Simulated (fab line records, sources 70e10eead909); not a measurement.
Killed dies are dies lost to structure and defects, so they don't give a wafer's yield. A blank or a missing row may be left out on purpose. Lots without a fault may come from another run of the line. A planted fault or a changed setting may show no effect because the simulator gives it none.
Which tool did it? | flow nand_harc | 12 lots, 36 wafers sampled, at 4 steps of a route of 1302

WHAT THE GAUGES READ, wafer by wafer
The record holds no reading of a measuring or inspecting step that can be judged against a usual standard deviation.

WHICH TOOL RAN EACH LOT (tool, then ch and the chambers of the sampled wafers, then the start)
lot  | NHARC_P_ZERO_WELL_IMPLANT_27    | NHARC_P_STI_ETCH_15              | NHARC_P_GATE_DESCUM_48             | NHARC_P_GATE_STRIP_75
L186 | implanter-02 ch 0, day 1 23:12  | rie_si-01 ch 1,2,3, day 2 20:58  | rie_diel-03 ch 0,2,3, day 5 18:04  | plasma_asher-01 ch 0,1, day 5 18:43
L187 | implanter-02 ch 0, day 2 09:01  | rie_si-03 ch 0,2, day 3 07:00    | rie_diel-03 ch 1,2, day 5 21:10    | plasma_asher-01 ch 0,1, day 5 21:50
L191 | implanter-01 ch 0, day 4 01:01  | rie_si-03 ch 0,2,3, day 5 01:25  | rie_diel-06 ch 0,3, day 7 16:11    | plasma_asher-02 ch 1, day 7 16:50
L192 | implanter-01 ch 0, day 4 10:50  | rie_si-01 ch 0,2,3, day 5 09:02  | rie_diel-06 ch 0,1,3, day 8 03:35  | plasma_asher-02 ch 0,1, day 8 04:22
L193 | implanter-01 ch 0, day 4 20:38  | rie_si-05 ch 0,2,3, day 5 16:05  | rie_diel-03 ch 0,3, day 8 06:16    | plasma_asher-01 ch 0,1, day 8 06:56
L194 | implanter-02 ch 0, day 5 06:54  | rie_si-01 ch 2,3, day 6 04:55    | rie_diel-11 ch 0,2,3, day 8 23:05  | plasma_asher-01 ch 0,1, day 8 23:46
L196 | implanter-02 ch 0, day 6 02:58  | rie_si-01 ch 0,1,2, day 7 00:11  | rie_diel-11 ch 0,2,3, day 9 23:46  | plasma_asher-01 ch 0,1, day 10 00:26
L197 | implanter-01 ch 0, day 6 12:55  | rie_si-03 ch 0,2,3, day 7 11:26  | rie_diel-06 ch 1,3, day 10 04:22   | plasma_asher-02 ch 0,1, day 10 05:01
L201 | implanter-02 ch 0, day 8 05:19  | rie_si-03 ch 0,1,2, day 9 02:56  | rie_diel-06 ch 0,2,3, day 11 16:29 | plasma_asher-01 ch 0,1, day 11 17:08
L204 | implanter-01 ch 0, day 9 11:00  | rie_si-01 ch 0,1,2, day 10 11:08 | rie_diel-03 ch 0,2,3, day 13 08:53 | plasma_asher-02 ch 0,1, day 13 09:33
L205 | implanter-01 ch 0, day 9 20:56  | rie_si-03 ch 0,1,3, day 10 22:08 | rie_diel-03 ch 0,2,3, day 13 20:14 | plasma_asher-02 ch 0,1, day 13 20:55
L209 | implanter-01 ch 0, day 11 13:07 | rie_si-01 ch 1,3, day 12 10:53   | rie_diel-11 ch 0,2,3, day 15 05:51 | plasma_asher-01 ch 0,1, day 15 06:31
- NHARC_P_ZERO_WELL_IMPLANT_27
- NHARC_P_STI_ETCH_15: etches the open film in HBr/Cl2, target depth 300 nm, time 100.1 s.
- NHARC_P_GATE_DESCUM_48: chemistry O2, time 3 s.
- NHARC_P_GATE_STRIP_75: strips in O2.

WHAT THE TOOLS THEMSELVES READ (means of the sampled wafers that have a number; where no wafer has one, the mark that the record gives instead)
NHARC_P_STI_ETCH_15. Usual: drypump_motor_current_A 5.9 A, standard deviation 0.51; oes_product_au 1.000 a.u., standard deviation 0.0091; throttle_valve_pct 26.406 %, standard deviation 0.0084.
lot  | tool      | drypump_motor_current_A (A) | oes_product_au (a.u.) | throttle_valve_pct (%) | flag
L186 | rie_si-01 | 5.8                         | 1.001                 | 26.408                 |
L187 | rie_si-03 | 5.8                         | 0.995                 | 26.404                 |
L191 | rie_si-03 | 5.6                         | 1.003                 | 26.413                 |
L192 | rie_si-01 | 6.1                         | 1.005                 | 26.405                 |
L193 | rie_si-05 | 5.9                         | 1.000                 | 26.403                 |
L194 | rie_si-01 | 6.4                         | 0.996                 | 26.404                 |
L196 | rie_si-01 | 5.6                         | 0.993                 | 26.405                 |
L197 | rie_si-03 | 5.6                         | 1.003                 | 26.409                 |
L201 | rie_si-03 | 5.6                         | 1.001                 | 26.407                 |
L204 | rie_si-01 | 5.5                         | 0.996                 | 26.408                 |
L205 | rie_si-03 | 5.9                         | 1.001                 | 26.414                 |
L209 | rie_si-01 | 6.0                         | 1.006                 | 26.406                 |

NHARC_P_GATE_DESCUM_48. Usual: drypump_motor_current_A 5.6 A, standard deviation 0.39; oes_product_au 1.000 a.u., standard deviation 0.011; rf_vpp_V 57.9 V, standard deviation 0.99; showerhead_plenum_p_Torr 1.96 Torr, standard deviation 0.083; throttle_valve_pct 11.312 %, standard deviation 0.0088.
lot  | tool        | drypump_motor_current_A (A) | oes_product_au (a.u.) | rf_vpp_V (V) | showerhead_plenum_p_Torr (Torr) | throttle_valve_pct (%) | flag
L186 | rie_diel-03 | 5.8                         | 0.992                 | 57.6         | 1.92                            | 11.309                 |
L187 | rie_diel-03 | 5.4                         | 0.997                 | 57.7         | 1.93                            | 11.310                 |
L191 | rie_diel-06 | 5.4                         | 1.005                 | 58.3         | 2.03                            | 11.319                 |
L192 | rie_diel-06 | 5.5                         | 1.007                 | 59.1         | 2.02                            | 11.315                 |
L193 | rie_diel-03 | 5.9                         | 0.981                 | 57.4         | 1.99                            | 11.313                 |
L194 | rie_diel-11 | 5.5                         | 1.007                 | 57.0         | 1.92                            | 11.321                 |
L196 | rie_diel-11 | 5.5                         | 0.999                 | 57.9         | 1.92                            | 11.310                 |
L197 | rie_diel-06 | 5.8                         | 0.997                 | 57.9         | 2.05                            | 11.317                 |
L201 | rie_diel-06 | 5.4                         | 1.001                 | 57.7         | 2.01                            | 11.305                 |
L204 | rie_diel-03 | 5.8                         | 0.993                 | 57.2         | 1.92                            | 11.318                 |
L205 | rie_diel-03 | 5.8                         | 1.002                 | 57.3         | 1.92                            | 11.315                 |
L209 | rie_diel-11 | 5.4                         | 0.995                 | 58.1         | 1.92                            | 11.308                 |

NHARC_P_GATE_STRIP_75. Usual: drypump_motor_current_A 6.0 A, standard deviation 0.4; heater_power_w 318 W, standard deviation 27; rf_refl_power_W 22 W, standard deviation 9.2; temp_c 249.98 C, standard deviation 0.16.
lot  | tool            | drypump_motor_current_A (A) | heater_power_w (W) | rf_refl_power_W (W) | temp_c (C) | flag
L186 | plasma_asher-01 | 6.2                         | 305                | 18                  | 250.07     |
L187 | plasma_asher-01 | 5.8                         | 321                | 14                  | 250.10     |
L191 | plasma_asher-02 | 6.1                         | 308                | 19                  | 250.17     |
L192 | plasma_asher-02 | 6.0                         | 322                | 24                  | 250.03     |
L193 | plasma_asher-01 | 5.9                         | 314                | 14                  | 249.95     |
L194 | plasma_asher-01 | 5.9                         | 314                | 15                  | 250.14     |
L196 | plasma_asher-01 | 5.9                         | 316                | 14                  | 249.97     |
L197 | plasma_asher-02 | 5.8                         | 345                | 29                  | 249.99     |
L201 | plasma_asher-01 | 5.9                         | 310                | 14                  | 250.02     |
L204 | plasma_asher-02 | 6.0                         | 322                | 24                  | 249.85     |
L205 | plasma_asher-02 | 5.8                         | 331                | 29                  | 249.99     |
L209 | plasma_asher-01 | 5.8                         | 316                | 14                  | 249.96     |

THE ANSWER, worked out from the rows above alone
Rule: a lot is off if the mean of its wafers that have a number lies more than 3 standard deviations from the usual mean. A lot without any number at a reading at which 4 lots or more have one is off too. The other lots that the step has rows for count as sound. The gauges are gone through in route order, then the tools' own readings, and for those a lot's mean is taken as printed above. The first step at which some lot is off is used, and at that step the reading that is off furthest; a lot without a number counts as furthest.
No lot is off at any reading shown: from this, nothing can be told.

WHAT THE SIMULATOR HAD PUT IN
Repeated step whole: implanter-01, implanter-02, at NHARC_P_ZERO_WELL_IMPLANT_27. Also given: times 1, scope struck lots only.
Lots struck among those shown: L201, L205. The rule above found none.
